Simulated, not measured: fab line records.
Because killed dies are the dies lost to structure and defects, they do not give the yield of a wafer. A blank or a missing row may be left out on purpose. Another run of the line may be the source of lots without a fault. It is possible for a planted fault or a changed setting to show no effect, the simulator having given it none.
fab line records	flow nand_harc
record: lots: 13	wafers: 39	last_day: 24
route steps=1159 shown P_ZERO_WELL@26 P_STI@96 P_GATE@150 END@1159
lots untouched by any fault: they come from a run of this same line in which no faults occurred
start_h: start of the lot's first displayed wafer, in hours after the record's first day	wait_h: hours elapsed since this lot's preceding step	" identical to the entry in the row above	L1.1+2: a single row standing in for several wafers	- no value present, or no start provided	* or withheld: withheld	< > ~ a bound
route shown NAME@n: NAME is a module with steps in the file, n the number in the route of the first one	usual: mean and standard deviation over wafers with no fault	same: alike in all rows	chamber/n: place in a boat	sites: the reading at each site	_std_site: the values' standard deviation	_edge_site: the outer-site mean with the inner-site mean subtracted	radius_mm: how far each site lies from the wafer's centre	mask NAME#n: copy n	behind: the most recent tool/chamber to have shaped the wafer	hold: cause of the lot's hold/its duration in hours/its outcome	device: which transistor (n, p or np) failed to switch	end of line: at the end of the route, the tests of the same wafers	for a step that has no rows: nothing shown but its recipe	killed: at the first sort, the dies lost to defects and structure; wafer yield is something else	map: a wafer's dies, marking killed ones x, the rest . and places with no die _
set.NAME: setting as actually run; set.NAME@STEP: the setting as run at that earlier step	model.NAME: the simulator's own value behind a step, which no gauge read
a sample of lots followed through the steps of the route, with each step as a table and each wafer as a row
services: from which hour (start_h, from the record's first day; less than 0 if before it) a tool's chamber was out of use, for how many hours, and why
== steps ==
step: NHARC_P_ZERO_WELL_EXPOSE_21
recipe: na: 0.6	target_cd_nm: 720	dose_mj: 22.31	mask_id: P_NWELL
same: na: 0.6
lot.wafer	tool	chamber	start_h	wait_h	mask
L748.3+4+5	krf_scanner-03	0	20.48	-	P_NWELL#0
L751.1+3+6	krf_scanner-03	0	38.32	-	P_NWELL#0
L752.1+3+5	krf_scanner-02	0	44.46	-	P_NWELL#0
L753.1+4+5	krf_scanner-03	0	50.43	-	P_HVPW#0
L754.2+3+4	krf_scanner-02	0	56.44	-	P_NWELL#0
L763.2+4+6	krf_scanner-02	0	110.44	-	P_NWELL#0
L764.1+2+6	krf_scanner-01	0	116.43	-	P_NWELL#0
L765.2+3+6	krf_scanner-02	0	122.49	-	P_NWELL#0
L766.1+3+5	krf_scanner-02	0	128.30	-	P_NWELL#0
L767.2+4+6	krf_scanner-01	0	134.39	-	P_NWELL#0
L768.1+4+6	krf_scanner-01	0	140.21	-	P_NWELL#0
L769.3+4+5	krf_scanner-01	0	146.33	-	P_NWELL#0
L770.1+2+5	krf_scanner-02	0	152.34	-	P_NWELL#0
step: NHARC_P_ZERO_WELL_CD_MEAS_24
recipe: target_cd_nm: 720	landing_energy_ev: 500
usual: cd_nm: 720.6/2
lot.wafer	tool	chamber	start_h	wait_h	cd_nm
L748.3	cd_sem-01	0	20.63	-	716.8
L748.4	"	0	"	"	718.2
L748.5	"	0	"	"	719.3
L751.1	cd_sem-01	0	38.48	-	721.3
L751.3	"	0	"	"	720.2
L751.6	"	0	"	"	718.9
L752.1	cd_sem-03	0	44.62	-	720.8
L752.3	"	0	"	"	722.1
L752.5	"	0	"	"	720.0
L753.1	cd_sem-03	0	50.59	-	-
L753.4	"	0	"	"	-
L753.5	"	0	"	"	-
L754.2	cd_sem-03	0	56.59	-	721.5
L754.3	"	0	"	"	720.0
L754.4	"	0	"	"	724.7
L763.2	cd_sem-02	0	110.60	-	721.3
L763.4	"	0	"	"	723.4
L763.6	"	0	"	"	720.9
L764.1	cd_sem-03	0	116.59	-	719.1
L764.2	"	0	"	"	719.7
L764.6	"	0	"	"	718.9
L765.2	cd_sem-01	0	122.65	-	717.6
L765.3	"	0	"	"	717.6
L765.6	"	0	"	"	720.0
L766.1	cd_sem-01	0	128.45	-	719.6
L766.3	"	0	"	"	718.9
L766.5	"	0	"	"	717.8
L767.2	cd_sem-01	0	134.54	-	720.4
L767.4	"	0	"	"	723.1
L767.6	"	0	"	"	722.3
L768.1	cd_sem-03	0	140.36	-	721.4
L768.4	"	0	"	"	720.4
L768.6	"	0	"	"	720.4
L769.3	cd_sem-01	0	146.49	-	719.0
L769.4	"	0	"	"	720.4
L769.5	"	0	"	"	720.4
L770.1	cd_sem-03	0	152.49	-	719.6
L770.2	"	0	"	"	720.0
L770.5	"	0	"	"	719.3
step: NHARC_P_ZERO_WELL_RTA_42
recipe: temp_c: 1100	time_s: 300
usual: lamp_power_pct: 34.3/2.3	lamp_zone_2_pct: 34.4/2.3	wafer_temp_C_max: 1105.0/2.5
lot.wafer	tool	chamber	start_h	wait_h	lamp_power_pct	lamp_zone_2_pct	wafer_temp_C_max
L748.3	rtp_anneal-01	0	25.15	-	36.8	36.8	1108.8
L748.4	"	0	"	"	36.8	36.8	1107.0
L748.5	"	0	"	"	36.8	36.8	1108.4
L751.1	rtp_anneal-01	0	42.81	-	36.8	36.8	1107.1
L751.3	"	0	"	"	36.9	36.8	1106.7
L751.6	"	0	"	"	36.8	36.8	1107.9
L752.1	rtp_anneal-02	0	48.82	-	32.3	32.3	1103.6
L752.3	"	0	"	"	32.2	32.3	1102.4
L752.5	"	0	"	"	32.3	32.3	1103.3
L753.1	rtp_anneal-01	0	54.89	-	36.8	36.8	1108.0
L753.4	"	0	"	"	36.8	36.9	1106.6
L753.5	"	0	"	"	36.9	36.8	1106.2
L754.2	rtp_anneal-02	0	61.01	-	32.2	32.2	1101.8
L754.3	"	0	"	"	32.2	32.2	1102.5
L754.4	"	0	"	"	32.2	32.3	1101.9
L763.2	rtp_anneal-02	0	114.90	-	32.2	32.3	1102.2
L763.4	"	0	"	"	32.3	32.3	1103.2
L763.6	"	0	"	"	32.3	32.3	1103.1
L764.1	rtp_anneal-02	0	121.00	-	32.3	32.3	1103.5
L764.2	"	0	"	"	32.4	32.3	1103.0
L764.6	"	0	"	"	32.3	32.3	1103.0
L765.2	rtp_anneal-02	0	127.21	-	32.2	32.2	1101.8
L765.3	"	0	"	"	32.2	32.3	1102.9
L765.6	"	0	"	"	32.2	32.2	1102.0
L766.1	rtp_anneal-01	0	132.87	-	36.8	36.8	1106.2
L766.3	"	0	"	"	36.7	36.8	1110.4
L766.5	"	0	"	"	36.7	36.7	1105.5
L767.2	rtp_anneal-01	0	138.99	-	36.8	36.8	1109.3
L767.4	"	0	"	"	36.8	36.7	1108.6
L767.6	"	0	"	"	36.7	36.9	1108.7
L768.1	rtp_anneal-02	0	144.66	-	32.2	32.3	1103.0
L768.4	"	0	"	"	32.2	32.2	1104.5
L768.6	"	0	"	"	32.3	32.2	1101.9
L769.3	rtp_anneal-01	0	150.97	-	36.8	36.9	1106.1
L769.4	"	0	"	"	36.8	36.8	1107.6
L769.5	"	0	"	"	36.8	36.9	1107.3
L770.1	rtp_anneal-02	0	156.80	-	32.3	32.2	1102.4
L770.2	"	0	"	"	32.2	32.2	1102.3
L770.5	"	0	"	"	32.3	32.2	1103.1
step: NHARC_P_STI_OCD_MEAS_43
usual: trench_depth_nm: 302/4.5	trench_foot_cd_nm: 158.2/2.3
lot.wafer	tool	chamber	start_h	wait_h	trench_depth_nm	trench_foot_cd_nm
L748.3	ocd-01	-	45.22	-	299	160.1
L748.4	"	-	"	"	298	158.5
L748.5	"	-	"	"	304	155.5
L751.1	ocd-01	-	56.84	-	297	161.4
L751.3	"	-	"	"	307	155.6
L751.6	"	-	"	"	304	159.5
L752.1	ocd-02	-	66.00	-	306	160.3
L752.3	"	-	"	"	302	159.4
L752.5	"	-	"	"	297	159.8
L754.2	ocd-01	-	79.22	-	301	159.7
L754.3	"	-	"	"	296	161.1
L754.4	"	-	"	"	303	159.1
L763.2	ocd-01	-	132.95	-	294	160.9
L763.4	"	-	"	"	307	157.7
L763.6	"	-	"	"	304	156.4
L764.1	ocd-01	-	139.44	-	305	157.9
L764.2	"	-	"	"	293	157.5
L764.6	"	-	"	"	299	160.6
L765.2	ocd-01	-	144.44	-	306	154.3
L765.3	"	-	"	"	303	159.8
L765.6	"	-	"	"	299	159.3
L766.1	ocd-01	-	150.86	-	297	158.7
L766.3	"	-	"	"	303	158.8
L766.5	"	-	"	"	301	157.9
L767.2	ocd-01	-	158.15	-	297	156.1
L767.4	"	-	"	"	310	157.1
L767.6	"	-	"	"	306	151.0
L768.1	ocd-01	-	161.90	-	297	157.9
L768.4	"	-	"	"	309	153.6
L768.6	"	-	"	"	305	157.2
L769.3	ocd-02	-	170.52	-	302	156.8
L769.4	"	-	"	"	304	155.7
L769.5	"	-	"	"	298	155.1
L770.1	ocd-01	-	170.70	-	299	160.8
L770.2	"	-	"	"	302	154.8
L770.5	"	-	"	"	301	159.7
step: NHARC_P_GATE_STRIP_108
recipe: o2_flow_sccm: 500	ar_flow_sccm: 0	bias_w: 0	chemistry: O2
usual: drypump_motor_current_A: 5.8/0.43	oes_product_au: 1.003/0.0089	rf_vpp_V: 57.7/0.88	showerhead_plenum_p_Torr: 3.51/0.14	throttle_valve_pct: 17.036/0.0093
same: bias_w: 0
lot.wafer	tool	chamber	start_h	wait_h	drypump_motor_current_A	oes_product_au	rf_hours_counter_h	rf_vpp_V	showerhead_plenum_p_Torr	throttle_valve_pct
L748.4	rie_diel-02	0	94.51	-	6.4	0.997	40	57.5	3.35	17.043
L748.3	"	1	"	"	5.9	1.012	39	57.6	3.57	17.040
L748.5	"	0	"	"	6.4	0.992	-	57.5	3.35	17.023
L751.1	rie_diel-05	2	110.04	-	6.7	0.996	21	56.5	3.39	17.028
L751.3	"	0	"	"	5.9	1.000	22	57.2	3.34	17.020
L751.6	"	3	"	"	5.7	0.999	-	56.6	3.69	17.041
L752.3	rie_diel-02	0	122.21	-	6.4	1.009	52	56.3	3.34	17.030
L752.1	"	1	"	"	6.0	1.009	52	58.2	3.56	17.041
L752.5	"	2	"	"	5.4	0.994	-	57.5	3.71	17.033
L754.2	rie_diel-05	3	127.54	-	5.7	0.987	25	58.0	3.69	17.034
L754.3	"	0	"	"	5.9	1.002	25	57.1	3.34	17.042
L754.4	"	0	"	"	5.9	0.997	-	57.4	3.34	17.027
L763.4	rie_diel-05	1	190.17	-	5.2	1.009	4	58.9	3.34	17.035
L763.2	"	2	"	"	6.7	0.981	4	57.1	3.38	17.035
L763.6	"	0	"	"	5.8	0.992	-	56.6	3.33	17.038
L764.2	rie_diel-05	3	191.26	-	5.7	0.984	3	58.1	3.68	17.023
L764.1	"	2	"	"	6.7	1.001	4	57.1	3.38	17.035
L764.6	"	3	"	"	5.7	0.983	-	58.0	3.68	17.036
L765.3	rie_diel-02	1	191.30	-	5.9	1.009	12	58.1	3.55	17.062
L765.2	"	3	"	"	5.9	1.014	11	57.8	3.62	17.027
L765.6	"	0	"	"	6.4	1.009	-	57.8	3.33	17.024
L766.1	rie_diel-02	3	202.70	-	5.9	1.011	17	57.6	3.62	17.024
L766.3	"	1	"	"	5.9	0.996	18	57.5	3.55	17.040
L766.5	"	2	"	"	5.4	1.014	-	58.9	3.70	17.016
L767.4	rie_diel-13	3	209.45	-	5.7	1.010	43	57.3	3.59	17.031
L767.2	"	1	"	"	5.6	1.007	43	58.6	3.56	17.024
L767.6	"	3	"	"	5.7	1.009	-	57.4	3.59	17.044
L768.4	rie_diel-13	1	218.80	-	5.6	1.013	46	57.6	3.56	17.054
L768.1	"	2	"	"	5.7	1.003	46	57.5	3.41	17.035
L768.6	"	2	"	"	5.7	1.003	-	56.6	3.41	17.053
L770.2	rie_diel-02	3	218.96	-	5.9	1.001	22	57.8	3.62	17.051
L770.1	"	0	"	"	6.4	1.012	18	58.4	3.33	17.034
L770.5	"	3	"	"	5.9	1.005	-	58.3	3.62	17.041
L769.3	rie_diel-05	2	219.34	-	6.6	0.996	9	58.3	3.38	17.032
L769.4	"	1	"	"	5.2	1.003	10	58.2	3.34	17.026
L769.5	"	2	"	"	6.7	0.997	-	56.4	3.38	17.031
step: NHARC_END_SORT_01
recipe: temp_c: 25
usual: killed_at_array: 27/11	killed_at_other: 0.6/0.89	killed_at_periphery: 3.0/2.4	killed_dies: 31/12	killed_open: 3.2/1.6	killed_short: 2.0/1.5
same: gross_dies: 677
lot.wafer	tool	chamber	start_h	wait_h	killed_at_array	killed_at_other	killed_at_periphery	killed_dies	killed_open	killed_short
L753.1	prober-02	0	472.58	2.5	13	0	664	677	6	1
L753.4	prober-02	0	474.99	3.4	16	2	659	677	5	3
L753.5	prober-02	0	475.79	3.7	17	0	660	677	2	2
killed by level:class
L753.1 P_ZERO_WELL:area_expose=656 A_CHANNEL_HOLE_D1:chamber_film_flake=7 P_M0:geometric_particle:open=3 P_STI:chamber_film_flake=3 A_CONTACT:chamber_film_flake=3 A_CHANNEL_FILL_D1:geometric_particle:open=2 P_CONTACT:geometric_particle:short=1 A_ONON_D1:geometric_particle:open=1
L753.4 P_ZERO_WELL:area_expose=651 A_CHANNEL_HOLE_D1:chamber_film_flake=6 A_CONTACT:chamber_film_flake=3 P_M0:geometric_particle:open=2 A_ONON_D1:geometric_particle:open=2 A_STAIRCASE:chamber_film_flake=2 A_SLIT:chamber_film_flake=2 THIN_TSV:chamber_film_flake=2
L753.5 P_ZERO_WELL:area_expose=658 A_CHANNEL_HOLE_D1:chamber_film_flake=7 A_CONTACT:chamber_film_flake=5 A_ONON_D1:geometric_particle:short=1 A_WL_FILL:geometric_particle:open=1 A_CONTACT:geometric_particle:short=1 A_BLC:geometric_particle:open=1 P_ZERO_WELL:chamber_film_flake=1
== services ==
tool	chamber	start_h	hours	kind
krf_scanner-03	-	1.17	1.4	repair
rie_diel-02	0	8.17	-	clean
rie_diel-05	1	11.87	3.4	repair
rie_diel-02	3	31.15	6.6	repair
krf_scanner-02	-	38.00	4.0	pm
krf_scanner-01	-	48.09	3.0	repair
krf_scanner-02	0	48.20	-	calibration
krf_scanner-03	-	53.84	9.0	repair
krf_scanner-01	-	84.00	4.0	pm
rie_diel-13	-	99.00	9.0	pm
krf_scanner-02	-	104.27	1.6	repair
rie_diel-05	1	112.26	52.3	repair
rie_diel-02	3	120.17	5.6	repair
krf_scanner-03	-	127.41	2.0	repair
rie_diel-02	-	150.78	9.0	pm
krf_scanner-02	-	156.83	2.0	repair
rie_diel-05	-	160.11	0.2	repair
rie_diel-05	-	163.60	9.0	pm
krf_scanner-01	-	164.18	2.4	repair
rie_diel-02	0	166.70	11.0	repair
krf_scanner-03	-	168.00	4.0	pm
rie_diel-02	2	178.96	18.6	repair
krf_scanner-02	-	210.00	4.0	pm
rie_diel-05	2	214.35	2.3	repair
== key ==
first_sign: step: NHARC_P_ZERO_WELL_EXPOSE_21	reading: mask	direction: changed
effect: step: NHARC_P_ZERO_WELL_CD_MEAS_24	reading: cd_nm	direction: missing
effect: step: NHARC_END_SORT_01	reading: killed_at_periphery	direction: up	sigmas: 99+	usual: 3.0	struck: 661
more_kills_born_at: NHARC_P_ZERO_WELL_EXPOSE_21@krf_scanner-03: 1965
met_at NHARC_P_ZERO_WELL_EXPOSE_21
struck_lots L753
later_rows_left_out L753.1,L753.4,L753.5
tester_left_out L753
not_acting_at NHARC_P_ZERO_WELL_RTA_42,NHARC_P_STI_OCD_MEAS_43,NHARC_P_GATE_STRIP_108
onset_between 38.32 50.43
fault: kind: wrong_mask	tool: any	chamber: -	onset_h: 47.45	steps: NHARC_P_ZERO_WELL_EXPOSE_21	aux_copy: P_HVPW#0	scope: struck_lots_only
tester_left_out: of these lots the tester's yield and bins aren't shown, on N5 and GAA mostly nor the transistor test; their killed dies are dies lost to structure and defects alone, not to doping, threshold or leakage, so they don't give the yield
later_rows_left_out: the simulator's readings of these wafers behind a module that went badly wrong aren't trusted and aren't shown, but for the sort
